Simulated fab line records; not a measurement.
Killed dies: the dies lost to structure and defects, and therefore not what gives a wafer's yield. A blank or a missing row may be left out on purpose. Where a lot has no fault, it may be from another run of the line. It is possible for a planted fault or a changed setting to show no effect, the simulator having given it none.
A lot that was struck, set against a sound lot / flow nand-harc / 36 out of 1159 route steps
Sound: the wafers L447.1, L447.3, L447.4. Struck: wafer L459.4 (L459.2, L459.5, from the same lot, were not struck and are left out); the cause is given at the end.
Per side, at each step with rows, come the tool, then ch with its chambers, and then its first start. Under that, the readings that differ: sound wafers / struck wafers / difference of the means / sigmas: that difference in standard deviations of wafers without a fault.
alike: readings with means less than 2 such deviations apart, plus words and numbers identical on both sides. not compared: withheld readings, readings lacking a value on some wafer, bounds such as >300 that could conceal the same value, and numbers that have no deviation in the record and whose values overlap.
The two part at a step that has a row with sigmas, a row that says differs or no value, or rows on one side only. When numbers do not overlap yet have no deviation, they are printed without sigmas and do not part them. A reading that every wafer of one side lacks parts them only if that side has two wafers or more.

first, 4 steps without rows for these wafers: NHARC_A_WL_FILL_PRECLEAN_06 (cleans in DIW, time 300 s); NHARC_A_WL_FILL_SRD_07; NHARC_A_WL_FILL_ANNEAL_08 (time 1800 s); NHARC_A_WL_FILL_ALD_10 (deposits SiO2, target thk 50 nm, pulse time 10 s, ald cycles 500).
NHARC_A_WL_FILL_ETCHBACK_16: etches the open film in C4F8/O2/Ar, target depth 88 nm, time 17.6 s.
  sound on rie-diel-03 ch 1,2,3; struck on rie-diel-01 ch 1
reading=rf-hours-counter-h (h); sound=4.7 4.6 4.7; struck=2.5; difference=-2.2; sigmas=
  alike: oes-product-au, rf-fwd-power-W, rf-vpp-V
then, 5 steps without rows for these wafers: NHARC_A_WL_FILL_STRIP_29 (strips in O2, time 20 s); NHARC_A_WL_FILL_ETCHBACK_17 (etches the open film in Cl2/BCl3, target depth 4 nm, time 26.7 s); NHARC_A_WL_FILL_PRECLEAN_18 (cleans in dHF, time 30 s); NHARC_A_WL_FILL_SRD_21; NHARC_A_WL_FILL_CVD_23 (deposits poly-Si, target thk 40 nm, time 800 s).
NHARC_A_WL_FILL_ETCHBACK_26: etches the open film in HBr, target depth 52 nm, time 13.3 s.
  sound on rie-si-04 ch 0,2,3, day 15 22:00; struck on rie-si-01 ch 2, day 18 19:32
reading=rf-hours-counter-h (h); sound=0.5 0.6 0.6; struck=1.0; difference=+0.4; sigmas=
  alike: drypump-motor-current-A, oes-product-au, rf-fwd-power-W, throttle-valve-pct
NHARC_A_WL_FILL_PRECLEAN_30: cleans in dHF, time 10 s.
  sound on wet-bench-09 ch 1,2,5, day 15 22:08; struck on wet-bench-05 ch 2,5,7, day 18 19:40
then, 6 steps without rows for these wafers: NHARC_A_WL_FILL_SRD_14; NHARC_A_WL_FILL_ALD_19 (deposits TiN, target thk 2 nm, pulse time 3 s, ald cycles 100); NHARC_A_WL_FILL_CVD_20 (deposits W, target thk 75 nm, time 5064 s); NHARC_A_WL_FILL_CMP_12 (polishes, t overpolish 30 s, target thk 75 nm); NHARC_A_WL_FILL_SRD_31; NHARC_A_CONTACT_DEP_24 (deposits SiO2, target thk 500 nm).
NHARC_A_CONTACT_DEP_28: deposits aC, target thk 3600 nm.
  sound on acl-dep-01 ch 0, day 16 06:38; struck on acl-dep-02 ch 0, day 19 04:22
  alike: throttle-valve-pct
  not compared: susceptor-temp-C
then, 11 steps without rows for these wafers: NHARC_A_CONTACT_DEP_29 (deposits SiON, target thk 70 nm); NHARC_A_CONTACT_DEHYDRATE_32 (time 120 s); NHARC_A_CONTACT_HMDS_33 (time 30 s); NHARC_A_CONTACT_COAT_34 (time 75 s); NHARC_A_CONTACT_COAT_35 (time 65 s); NHARC_A_CONTACT_COAT_36 (resist thk 90 nm); NHARC_A_CONTACT_SOFTBAKE_37 (time 55 s); NHARC_A_CONTACT_EBR_38; NHARC_A_CONTACT_EXPOSE_39 (exposes mask A CC 3); NHARC_A_CONTACT_PEB_40 (peb time 65 s); NHARC_A_CONTACT_DEVELOP_41 (develop time 35 s).
NHARC_A_CONTACT_CD_MEAS_42: the cd target is 200 nm.
  sound on cd-sem-01 ch 0, day 16 09:28; struck on cd-sem-02 ch 0, day 19 06:58
  alike: cd-nm
NHARC_A_CONTACT_OVL_MEAS_43:
  sound on overlay-01, day 16 09:33; struck on overlay-01, day 19 07:03
reading=overlay-x-nm (nm); sound=-0.7 -1.4 -0.4; struck=2.2; difference=+3.0; sigmas=+3
  alike: overlay-y-nm
NHARC_A_CONTACT_DESCUM_47: chemistry O2, time 3 s.
  sound on rie-diel-12 ch 0,3, day 16 09:38; struck on rie-diel-10 ch 0, day 19 07:08
  alike: drypump-motor-current-A, mfc-ar-sccm, oes-product-au, rf-vpp-V, showerhead-plenum-p-Torr, throttle-valve-pct
  not compared: rf-hours-counter-h
then, 1 step without rows for these wafers: NHARC_A_CONTACT_ETCH_48 (etches the open film in CF4, target depth 39 nm, time 65 s).
NHARC_A_CONTACT_ETCH_49: etches the open film in N2/H2, target depth 260 nm, time 475.3 s.
  sound on rie-diel-12 ch 1,3; struck on rie-diel-10 ch 3
reading=mfc-ar-sccm (sccm); sound=0.040 0 0.040; struck=0; difference=+0; sigmas=-2
  alike: drypump-motor-current-A, oes-product-au, rf-fwd-power-W, rf-vpp-V, showerhead-plenum-p-Torr, throttle-valve-pct
  not compared: rf-hours-counter-h
-- the record jumps here: 3 days lie between the struck wafers' starts before and after (it left off in module A_CONTACT and takes up again in module END, whose first step shown is number 1159 of the route) --
NHARC_END_SORT_01:
  here the record holds rows for the struck wafers (prober-01 ch 0, day 22 06:51) but none for the sound ones

## WHERE THEY PART
Earliest at NHARC_A_CONTACT_OVL_MEAS_43; latest, in this record, at NHARC_END_SORT_01.

WHY: the cause the simulator had injected
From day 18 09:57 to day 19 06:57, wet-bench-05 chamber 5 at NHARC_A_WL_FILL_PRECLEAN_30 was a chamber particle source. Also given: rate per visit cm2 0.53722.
